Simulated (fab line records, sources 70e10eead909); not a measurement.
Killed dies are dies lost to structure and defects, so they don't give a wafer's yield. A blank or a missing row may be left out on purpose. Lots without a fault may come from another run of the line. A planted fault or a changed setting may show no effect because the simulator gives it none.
fab line records | flow nand_harc
record lots=6 wafers=18 last_day=33
route steps=1302 shown A_CONTACT@1061 END@1302
lots that met no fault: from a run of the same line without faults
start_h: hours from the record's first day to the start of the lot's first wafer shown | wait_h: hours since the lot's step before | " the same as in the row above | L1.1+2: a row that stands for several wafers | - no value, or no start given | * or withheld: withheld | < > ~ a bound
route shown NAME@n: a module of which the file shows steps, and the number in the route of the first | usual: mean/standard deviation of fault-free wafers | same: alike in all rows | chamber/n: place in a boat | sites: the reading at each site | _std_site: their standard deviation | _edge_site: outer sites' mean less inner sites' | radius_mm: how far each site lies from the wafer's centre | mask NAME#n: copy n | behind: the tool/chamber that last shaped the wafer | hold: why the lot was held/for how many hours/how that ended | device: the transistor (n, p or np) that didn't switch | end of line: the same wafers' tests at the end of the route | a step without rows: its recipe alone | killed: dies lost to structure and defects at the first sort, not the wafer's yield | map: a wafer's dies, x killed, . not, _ none there
set.NAME: the setting as run; set.NAME@STEP: as run at that earlier step | model.NAME: the simulator's own value behind a step, which no gauge read
lots at some steps of the route; a table a step, a row a wafer
services: from which hour (start_h, from the record's first day; less than 0 if before it) a tool's chamber was out of use, for how many hours, and why
## steps
# step NHARC_A_CONTACT_STRIP_104
# recipe cf4_flow_sccm=100 chf3_flow_sccm=30 ar_flow_sccm=0 bias_w=0 chemistry=CF4/CHF3
# step NHARC_A_CONTACT_STRIP_105
# recipe o2_flow_sccm=400 cos_flow_sccm=20 ar_flow_sccm=0 bias_w=0 chemistry=O2/COS
# step NHARC_A_CONTACT_ETCH_106
# recipe target_depth_a=900 overetch_a=90 time_s=49.5 ion_energy_ev=100 cf4_flow_sccm=80 o2_flow_sccm=20 ar_flow_sccm=0 rf_w=300 bias_w=100 chemistry=CF4/O2
# usual chamber_pressure_mTorr=30.000/0.029 drypump_motor_current_A=5.8/0.48 oes_product_au=1.003/0.01 rf_fwd_power_W=296.9/1.2 rf_vpp_V=197.6/1.8 showerhead_plenum_p_Torr=1.33/0.078 throttle_valve_pct=13.397/0.0086
# columns lot.wafer tool chamber start_h wait_h chamber_pressure_mTorr drypump_motor_current_A oes_product_au rf_fwd_power_W rf_hours_counter_h rf_vpp_V showerhead_plenum_p_Torr throttle_valve_pct
L429.3 rie_diel-05 0 568.95 0.1 30.025 6.1 0.984 296.9 25 197.8 1.41 13.387
L429.1 " 2 " " 30.016 6.4 1.001 296.3 25 196.0 1.23 13.427
L429.5 " 0 " " 29.948 6.1 0.987 296.0 - 198.9 1.41 13.411
L433.3 rie_diel-05 2 593.03 0.1 29.986 6.4 0.999 297.1 0 200.5 1.45 13.381
L433.5 " 3 " " 29.978 5.4 1.014 294.3 - 196.4 1.26 13.401
L433.4 " 0 " " 29.995 6.1 0.987 295.6 - 200.1 1.41 13.394
L436.1 rie_diel-05 1 644.34 0.1 29.985 5.8 1.000 296.5 12 196.2 1.25 13.411
L436.3 " 2 " " 29.976 6.5 1.002 294.6 11 200.8 1.44 13.403
L436.6 " 1 " " 30.003 5.8 1.003 297.4 - 198.2 1.25 13.393
L437.1 rie_diel-06 1 646.41 0.1 29.977 5.9 1.010 297.7 55 194.4 1.25 13.397
L437.4 " 0 " " 29.993 6.3 1.012 297.1 54 197.8 1.34 13.393
L437.6 " 2 " " 30.012 4.6 1.014 296.5 - 196.2 1.34 13.398
L445.3 rie_diel-05 0 721.83 0.0 30.040 6.1 1.006 298.5 26 200.1 1.41 13.400
L445.4 " 2 " " 30.043 6.4 0.999 296.4 25 200.1 1.44 13.399
L445.5 " 0 " " 29.958 6.1 1.005 298.2 - 199.6 1.41 13.393
L446.4 rie_diel-05 2 734.38 0.1 29.997 6.5 0.998 297.3 27 199.5 1.44 13.401
L446.2 " 3 " " 30.051 5.4 1.006 296.3 27 196.2 1.26 13.390
L446.6 " 0 " " 30.012 6.1 1.005 296.5 - 200.5 1.41 13.412
# step NHARC_A_CONTACT_STRIP_82
# recipe o2_flow_sccm=500 ar_flow_sccm=0 bias_w=0 chemistry=O2
# usual chamber_pressure_mTorr=59.99/0.053 drypump_motor_current_A=5.9/0.48 oes_product_au=1.003/0.0097 rf_vpp_V=57.7/0.95 showerhead_plenum_p_Torr=3.51/0.2 throttle_valve_pct=17.036/0.0092
# columns lot.wafer tool chamber start_h wait_h chamber_pressure_mTorr drypump_motor_current_A oes_product_au rf_hours_counter_h rf_vpp_V showerhead_plenum_p_Torr throttle_valve_pct
L429.3 rie_diel-05 2 - - 60.03 6.5 1.008 25 57.4 3.27 17.025
L429.1 " 3 " " 59.90 5.4 1.000 25 56.4 3.35 17.052
L429.5 " 1 " " 60.03 5.9 1.012 - 56.6 3.31 17.038
L433.3 rie_diel-05 3 - - 59.97 5.4 1.008 0 57.3 3.35 17.020
L433.4 " 0 " " 59.98 6.1 0.997 - 57.9 3.72 17.030
L433.5 " 2 " " 60.02 6.4 1.003 - 58.5 3.81 17.027
L436.3 rie_diel-05 3 - - 59.99 5.4 1.017 10 59.6 3.34 17.030
L436.1 " 0 " " 60.05 6.1 0.983 12 57.9 3.71 17.028
L436.6 " 0 " " 59.92 6.1 0.990 - 59.1 3.71 17.033
L437.4 rie_diel-06 0 - - 59.98 6.4 0.996 54 58.0 3.55 17.039
L437.1 " 2 " " 59.91 4.7 1.012 56 57.2 3.53 17.028
L437.6 " 1 " " 60.12 6.0 1.012 - 57.4 3.30 17.041
L445.4 rie_diel-05 1 - - 59.97 5.9 1.006 26 56.6 3.30 17.018
L445.3 " 3 " " 59.98 5.4 1.016 24 56.2 3.34 17.034
L445.5 " 1 " " 60.01 5.8 0.990 - 56.8 3.30 17.029
L446.4 rie_diel-05 2 - - 60.02 6.4 0.990 27 58.6 3.79 17.025
L446.2 " 0 " " 59.97 6.1 0.988 28 57.5 3.71 17.042
L446.6 " 2 " " 60.07 6.5 0.990 - 58.6 3.79 17.039
# step NHARC_A_CONTACT_STRIP_83
# recipe time_s=600 temp_c=30 chemistry=post_etch_residue_remover
# step NHARC_A_CONTACT_DEP_84
# recipe target_thk_a=28000 temp_c=400 material=aC
# usual throttle_valve_pct=35.000/0.0093
# columns lot.wafer tool chamber start_h wait_h throttle_valve_pct
L429.1 acl_dep-03 0 570.30 - 35.002
L429.3 " 0 " " 35.003
L429.5 " 0 " " 34.990
L433.3 acl_dep-01 0 594.33 - 35.008
L433.4 " 0 " " 34.999
L433.5 " 0 " " 35.006
L436.1 acl_dep-01 0 645.21 - 34.991
L436.3 " 0 " " 34.994
L436.6 " 0 " " 34.987
L437.1 acl_dep-02 0 650.41 - 34.992
L437.4 " 0 " " 35.000
L437.6 " 0 " " 35.001
L445.3 acl_dep-02 0 723.10 - 34.998
L445.4 " 0 " " 34.996
L445.5 " 0 " " 35.004
L446.2 acl_dep-03 0 737.01 - 34.995
L446.4 " 0 " " 35.001
L446.6 " 0 " " 34.986
# step NHARC_A_CONTACT_DEP_85
# recipe target_thk_a=600 target_thk_nm=60 temp_c=400 pressure_torr=3.5 flow_sccm=200 rf_w=350 material=SiON
# usual heater_power_w=794/57 rf_fwd_power_W=348.5/1.2
# columns lot.wafer tool chamber start_h wait_h heater_power_w rf_fwd_power_W
L429.3 pecvd-03 2 572.01 0.9 714 347.2
L429.1 " 0 " " 822 348.8
L429.5 " 2 " " 714 344.9
L433.3 pecvd-03 1 595.55 0.9 919 346.7
L433.5 " 0 " " 794 348.5
L433.4 " 1 " " 897 347.4
L436.1 pecvd-03 0 646.99 1.5 815 350.0
L436.3 " 1 " " 834 348.3
L436.6 " 1 " " 843 346.8
L437.1 pecvd-04 2 652.18 1.5 817 347.8
L437.6 " 0 " " 833 347.8
L437.4 " 2 " " 810 348.5
L445.3 pecvd-04 1 724.36 1.0 869 348.5
L445.4 " 0 " " 777 347.3
L445.5 " 1 " " 866 348.1
L446.2 pecvd-02 0 738.48 1.2 813 350.9
L446.6 " 0 " " 820 350.0
L446.4 " 2 " " 902 349.2
# step NHARC_A_CONTACT_DEHYDRATE_00
# recipe temp_c=150 time_s=120
# step NHARC_A_CONTACT_HMDS_01
# recipe time_s=30
# step NHARC_A_CONTACT_COAT_86
# recipe temp_c=260 time_s=75
# step NHARC_A_CONTACT_COAT_87
# recipe temp_c=225 time_s=65
# step NHARC_A_CONTACT_COAT_02
# recipe spin_rpm=1500 resist_thk_nm=90
# step NHARC_A_CONTACT_SOFTBAKE_03
# recipe temp_c=105 time_s=55
# usual heater_power_total_W=188.44/0.13
# columns lot.wafer tool chamber start_h wait_h heater_power_total_W
L429.1 litho_track-06 0 572 - 188.36
L429.3 " 0 " " 188.42
L429.5 " 0 " " 188.31
L433.3 litho_track-01 0 595 - 188.48
L433.4 " 0 " " 188.47
L433.5 " 0 " " 188.36
L436.1 litho_track-01 0 647 - 323.06
L436.3 " 0 " " 322.84
L436.6 " 0 " " 323.27
L437.1 litho_track-01 0 652 - 323.00
L437.4 " 0 " " 323.71
L437.6 " 0 " " 322.96
L445.3 litho_track-06 0 724 - 188.40
L445.4 " 0 " " 188.67
L445.5 " 0 " " 188.55
L446.2 litho_track-04 0 738 - 188.32
L446.4 " 0 " " 188.38
L446.6 " 0 " " 188.37
# step NHARC_A_CONTACT_EBR_04
# step NHARC_END_SORT_01
# recipe temp_c=25
# usual killed_at_array=55/19 killed_at_other=0.6/0.99 killed_at_periphery=4.2/2.6 killed_dies=60/18 killed_open=3.4/1.7 killed_short=2.3/1.5
# same gross_dies=677
# columns lot.wafer tool chamber start_h wait_h killed_at_array killed_at_other killed_at_periphery killed_dies killed_open killed_short
L429.1 prober-01 0 623.42 2.5 67 0 6 73 6 4
L429.3 prober-01 0 625.02 3.1 61 0 3 64 3 3
L429.5 prober-01 0 626.62 3.7 50 0 4 54 7 5
L433.3 prober-02 0 647.00 3.1 54 0 8 62 2 1
L433.4 prober-02 0 647.80 3.4 57 0 3 60 5 1
L433.5 prober-02 0 648.61 3.7 66 0 10 76 3 3
L436.1 prober-01 0 696.51 2.5 63 1 2 66 3 2
L436.3 prober-01 0 698.11 3.1 68 0 4 72 5 1
L436.6 prober-01 0 700.51 4.0 76 0 2 78 6 4
L437.1 prober-02 0 704.66 2.5 61 3 2 66 6 0
L437.4 prober-02 0 707.03 3.4 58 4 2 64 3 3
L437.6 prober-02 0 708.61 3.9 61 1 1 63 3 5
L445.3 prober-01 0 779.20 3.1 66 0 6 72 5 2
L445.4 prober-01 0 779.99 3.4 60 3 9 72 5 4
L445.5 prober-01 0 780.79 3.7 40 1 6 47 4 0
L446.2 prober-02 0 797.54 2.8 39 0 2 41 3 1
L446.4 prober-02 0 799.14 3.4 43 0 5 48 0 2
L446.6 prober-02 0 800.74 4.0 48 2 6 56 2 3
# killed by level:class
L429.1 A_CHANNEL_HOLE_D1:chamber_film_flake=32 A_CHANNEL_HOLE_D2:chamber_film_flake=12 A_STAIRCASE:chamber_film_flake=8 P_GATE:chamber_film_flake=3 A_CHANNEL_FILL_D2:chamber_film_flake=2 A_CONTACT:chamber_film_flake=2 P_CONTACT:geometric_particle:open=1 P_M0:geometric_particle:open=1
L429.3 A_CHANNEL_HOLE_D1:chamber_film_flake=26 A_CHANNEL_HOLE_D2:chamber_film_flake=16 A_CONTACT:chamber_film_flake=4 A_SGD_CUT:chamber_film_flake=3 A_STAIRCASE:chamber_film_flake=3 P_BONDPAD:chamber_film_flake=2 A_CHANNEL_FILL_D2:chamber_film_flake=2 A_ONON_D1:geometric_particle:open=1
L429.5 A_CHANNEL_HOLE_D1:chamber_film_flake=22 A_CHANNEL_HOLE_D2:chamber_film_flake=8 A_CONTACT:chamber_film_flake=4 A_CHANNEL_FILL_D1:geometric_particle:open=2 A_CHANNEL_FILL_D2:chamber_film_flake=2 A_STAIRCASE:chamber_film_flake=2 A_SGD_CUT:chamber_film_flake=2 P_CONTACT:geometric_particle:open=1
L433.3 A_CHANNEL_HOLE_D1:chamber_film_flake=32 A_CHANNEL_HOLE_D2:chamber_film_flake=9 P_BONDPAD:chamber_film_flake=6 A_CONTACT:chamber_film_flake=4 P_GATE:chamber_film_flake=2 A_CHANNEL_FILL_D1:chamber_film_flake=2 A_SLIT:chamber_film_flake=2 A_SOURCE_PLATE:geometric_particle:open=1
L433.4 A_CHANNEL_HOLE_D1:chamber_film_flake=21 A_CHANNEL_HOLE_D2:chamber_film_flake=12 A_CONTACT:chamber_film_flake=5 A_CHANNEL_FILL_D1:chamber_film_flake=4 A_WL_FILL:chamber_film_flake=3 A_DECK1_JOINT:chamber_film_flake=2 A_CHANNEL_FILL_D2:chamber_film_flake=2 A_SLIT:chamber_film_flake=2
L433.5 A_CHANNEL_HOLE_D1:chamber_film_flake=28 A_CHANNEL_HOLE_D2:chamber_film_flake=16 P_BONDPAD:chamber_film_flake=5 A_CONTACT:chamber_film_flake=4 A_CHANNEL_FILL_D1:chamber_film_flake=4 A_SLIT:chamber_film_flake=4 A_STAIRCASE:chamber_film_flake=3 P_CONTACT:geometric_particle:open=1
L436.1 A_CHANNEL_HOLE_D1:chamber_film_flake=30 A_CHANNEL_HOLE_D2:chamber_film_flake=19 A_M0:chamber_film_flake=3 A_SLIT:chamber_film_flake=2 A_DECK1_JOINT:chamber_film_flake=2 P_M0:geometric_particle:open=1 A_DECK1_JOINT:geometric_particle:short=1 A_ONON_D2:geometric_particle:short=1
L436.3 A_CHANNEL_HOLE_D1:chamber_film_flake=36 A_CHANNEL_HOLE_D2:chamber_film_flake=16 A_WL_FILL:chamber_film_flake=5 A_M0:chamber_film_flake=4 P_M0:geometric_particle:open=3 A_CHANNEL_FILL_D2:chamber_film_flake=2 A_SGD_CUT:chamber_film_flake=2 P_CONTACT:geometric_particle:open=1
L436.6 A_CHANNEL_HOLE_D1:chamber_film_flake=34 A_CHANNEL_HOLE_D2:chamber_film_flake=17 A_SLIT:chamber_film_flake=5 A_ONON_D2:geometric_particle:open=3 A_CONTACT:chamber_film_flake=3 A_WL_FILL:geometric_particle:short=2 P_ZERO_WELL:chamber_film_flake=2 A_M0:chamber_film_flake=2
L437.1 A_SLIT:chamber_film_flake=30 A_CHANNEL_HOLE_D1:chamber_film_flake=10 A_CONTACT:chamber_film_flake=10 A_CHANNEL_FILL_D2:chamber_film_flake=3 THIN_TSV:chamber_film_flake=3 A_SGD_CUT:geometric_particle:open=2 A_DECK1_JOINT:chamber_film_flake=2 P_CONTACT:geometric_particle:open=1
L437.4 A_SLIT:chamber_film_flake=38 A_CONTACT:chamber_film_flake=6 A_CHANNEL_HOLE_D1:chamber_film_flake=5 THIN_TSV:chamber_film_flake=3 A_STAIRCASE:chamber_film_flake=2 A_WL_FILL:chamber_film_flake=2 P_STI:geometric_particle:short=1 A_SOURCE_PLATE:geometric_particle:open=1
L437.6 A_SLIT:chamber_film_flake=34 A_CONTACT:chamber_film_flake=8 A_CHANNEL_HOLE_D1:chamber_film_flake=3 A_CHANNEL_FILL_D2:chamber_film_flake=3 A_ONON_D2:geometric_particle:open=2 A_ZERO_WELL:chamber_film_flake=2 A_WL_FILL:chamber_film_flake=2 P_M1:geometric_particle:short=1
L445.3 A_CHANNEL_HOLE_D2:chamber_film_flake=25 A_CONTACT:chamber_film_flake=12 A_SLIT:chamber_film_flake=10 A_STAIRCASE:chamber_film_flake=7 P_STI:chamber_film_flake=3 A_CHANNEL_FILL_D2:chamber_film_flake=3 A_CHANNEL_FILL_D2:geometric_particle:short=2 A_M0:geometric_particle:open=2
L445.4 A_CHANNEL_HOLE_D2:chamber_film_flake=24 A_CONTACT:chamber_film_flake=10 A_SLIT:chamber_film_flake=9 A_STAIRCASE:chamber_film_flake=7 P_STI:chamber_film_flake=6 STARTING-WAFER:geometric_particle:short=2 P_M2:chamber_film_flake=2 A_SGD_CUT:chamber_film_flake=2
L445.5 A_CHANNEL_HOLE_D2:chamber_film_flake=23 A_CONTACT:chamber_film_flake=6 A_SLIT:chamber_film_flake=5 A_SGD_CUT:chamber_film_flake=3 P_CONTACT:geometric_particle:open=2 P_M2:chamber_film_flake=2 A_BLC:geometric_particle:open=1 P_ZERO_WELL:chamber_film_flake=1
L446.2 A_SLIT:chamber_film_flake=30 A_ONON_D1:geometric_particle:open=2 P_GATE:chamber_film_flake=2 A_DECK1_JOINT:chamber_film_flake=2 A_STAIRCASE:chamber_film_flake=2 A_DECK1_JOINT:geometric_particle:short=1 A_SGD_CUT:geometric_particle:open=1 A_CONTACT:chamber_film_flake=1
L446.4 A_SLIT:chamber_film_flake=35 P_GATE:chamber_film_flake=3 A_STAIRCASE:chamber_film_flake=3 P_STI:chamber_film_flake=2 A_ONON_D2:geometric_particle:short=1 A_CHANNEL_FILL_D2:geometric_particle:short=1 A_CHANNEL_HOLE_D1:chamber_film_flake=1 A_DECK1_JOINT:chamber_film_flake=1
L446.6 A_SLIT:chamber_film_flake=36 P_GATE:chamber_film_flake=5 A_STAIRCASE:chamber_film_flake=3 A_CHANNEL_HOLE_D1:chamber_film_flake=2 A_CONTACT:chamber_film_flake=2 P_GATE:geometric_particle:open=1 A_ONON_D1:geometric_particle:open=1 A_ONON_D1:geometric_particle:short=1
## services
# columns tool chamber start_h hours kind
pecvd-03 - 547.56 13.0 pm
acl_dep-01 - 551.59 13.0 pm
litho_track-04 - 553.00 7.0 pm
rie_diel-05 0 562.65 - clean
rie_diel-05 1 562.65 - clean
rie_diel-05 2 562.65 - clean
rie_diel-05 3 562.65 - clean
rie_diel-05 - 583.65 9.0 pm
rie_diel-05 0 583.65 9.0 vent_cycle
pecvd-02 - 589.73 13.0 pm
rie_diel-06 0 602.96 9.3 repair
acl_dep-02 - 614.36 13.0 pm
rie_diel-05 0 617.74 2.8 repair
pecvd-04 - 631.00 13.0 pm
rie_diel-06 1 636.48 1.5 repair
rie_diel-06 - 663.58 9.0 pm
acl_dep-03 - 663.99 13.0 pm
litho_track-01 - 680.00 7.0 pm
rie_diel-06 0 695.97 2.9 repair
litho_track-06 - 704.00 7.0 pm
pecvd-04 2 722.76 23.0 repair
litho_track-04 - 728.00 7.0 pm
pecvd-03 - 728.56 13.0 pm
acl_dep-01 - 734.50 13.0 pm
## key
first_sign step=NHARC_A_CONTACT_SOFTBAKE_03 reading=heater_power_total_W direction=up sigmas=99+ usual=* struck=*
effect none on later readings
met_at NHARC_A_CONTACT_SOFTBAKE_03
struck_wafers L436.1,L436.3,L436.6,L437.1,L437.4,L437.6
tester_left_out L436,L437
onset_between 595 647
fault kind=process_parameter_drift tool=litho_track-01 chamber=- onset_h=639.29 steps=NHARC_A_CONTACT_SOFTBAKE_03 channel=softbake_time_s offset=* shape=step end_h=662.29 acts_in=* stated=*
# tester_left_out: of these lots the tester's yield and bins aren't shown, on N5 and GAA mostly nor the transistor test; their killed dies are dies lost to structure and defects alone, not to doping, threshold or leakage, so they don't give the yield
